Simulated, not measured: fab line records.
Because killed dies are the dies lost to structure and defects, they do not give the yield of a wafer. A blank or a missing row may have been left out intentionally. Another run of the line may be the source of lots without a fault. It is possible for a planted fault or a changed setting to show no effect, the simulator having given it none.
Split-lot study + flow n5 finfet + 7 lots, 21 wafers read, on a route of 1938 steps

== THE SPLIT ITSELF ==
At N5_GATE_CUT_DESCUM_18 (chemistry O2, time 7 s), the setting time s was moved away from the recipe's 7 s on 7 of the 21 wafers read, by -21.6% to +19.8%. This setting was run at the recipe's value on the other wafers.

The reading is taken at the split's own step.

== THE READING ==
CAR-EUV_of_GATE_CUT_COAT_07.thk nm (the simulator's own value, which no gauge read), in nm, at N5_GATE_CUT_DESCUM_18 (chemistry O2, time 7 s). The file does not state a usual value for it. Average 26.1 nm, standard deviation 0.096 nm, over the 14 wafers here run with the recipe.

| wafer  | tool, chamber at the split | time s as run, s | against the recipe | CAR-EUV_of_GATE_CUT_COAT_07.thk nm, nm | against lot-mates on the recipe |
|--------|----------------------------|------------------|--------------------|----------------------------------------|---------------------------------|
| L079.1 | rie diel-05, 1,0           | 7                | recipe             | 26.2                                   | -                               |
| L079.4 | rie diel-05, 1,0           | 7                | recipe             | 26.2                                   | -                               |
| L079.6 | rie diel-05, 3             | 7                | recipe             | 26                                     | -                               |
| L080.2 | rie diel-04, 3             | 7                | recipe             | 26.2                                   | -                               |
| L080.3 | rie diel-04, 0             | 7                | recipe             | 26                                     | -                               |
| L080.6 | rie diel-04, 0             | 7                | recipe             | 26                                     | -                               |
| L083.2 | rie diel-04, 3             | 7                | recipe             | 26.2                                   | -                               |
| L083.3 | rie diel-04, 2,1           | 5.485            | -21.6%             | 27                                     | +0.8                            |
| L083.4 | rie diel-04, 2,1           | 5.485            | -21.6%             | 27                                     | +0.8                            |
| L086.4 | rie diel-05, 1             | 7                | recipe             | 26                                     | -                               |
| L086.5 | rie diel-05, 1,0           | 7.992            | +14.2%             | 25.6                                   | -0.4                            |
| L086.6 | rie diel-05, 1,0           | 7.992            | +14.2%             | 25.6                                   | -0.4                            |
| L088.1 | rie diel-05, 2             | 7                | recipe             | 26.2                                   | -                               |
| L088.4 | rie diel-05, 3             | 6.094            | -12.9%             | 26.6                                   | +0.5                            |
| L088.6 | rie diel-05, 1             | 7                | recipe             | 26                                     | -                               |
| L089.4 | rie diel-05, 2             | 8.387            | +19.8%             | 25.6                                   | -0.6                            |
| L089.5 | rie diel-05, 2             | 7                | recipe             | 26.2                                   | -                               |
| L089.6 | rie diel-05, 3             | 8.387            | +19.8%             | 25.4                                   | -0.8                            |
| L094.2 | rie diel-04, 2,3,2         | 7                | recipe             | 26.2                                   | -                               |
| L094.3 | rie diel-04, 2,3,2         | 7                | recipe             | 26.2                                   | -                               |
| L094.6 | rie diel-04, 2,3,2         | 7                | recipe             | 26.2                                   | -                               |
The file does not say which wafer passed through which chamber wherever a row lists several chambers: such a row stands for several wafers.

THE FIT
A straight line over all 21 wafers: CAR-EUV_of_GATE_CUT_COAT_07.thk nm changes by -0.0366 nm for each +1% of time s; r = -0.97; the points scatter about the line by 0.096 nm.
The same after taking each lot's own level away (the mean of its wafers on the recipe; 21 wafers): -0.0351 nm for each +1%; r = -0.98; scatter 0.077 nm.
That fit puts the effect of the largest move of time s on the reading at 0.76 nm.
Measured against the standard deviation above, the lots' own levels, which go from 26.00 to 26.20 nm, span 2.1 times it.
The two slopes are in agreement: the lot-to-lot level therefore moves the slope only a little.
Check: with one of the wafers moved furthest among these (-21.6%) left out of the fit, the line predicts +0.765 nm for it against its lot-mates. It came out at +0.8 nm against them.

== ADDITIONAL SPLITS CARRIED BY THESE WAFERS ==
These wafers also went through other splits before the reading. Each is held against what the fit with the lots' levels taken away leaves over:
| other split on the same wafers | wafers away from the commonest value | r with CAR-EUV_of_GATE_CUT_COAT_07.thk nm (lot level and that fit taken away) |
|--------------------------------|--------------------------------------|-------------------------------------------------------------------------------|
| N5_SDB_EXPOSE_08 dose mj       | 4                                    | +0.02                                                                         |
| N5_HKMG_FIN_ETCH_54 source w   | 4                                    | +0.14                                                                         |
| N5_GATE_CUT_COAT_27 spin rpm   | 4                                    | +0.24                                                                         |

== THE FILE'S OWN FIT ==
CAR-EUV_of_GATE_CUT_COAT_07.thk nm changes by -0.0352 nm for each +1% of time s, r = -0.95.
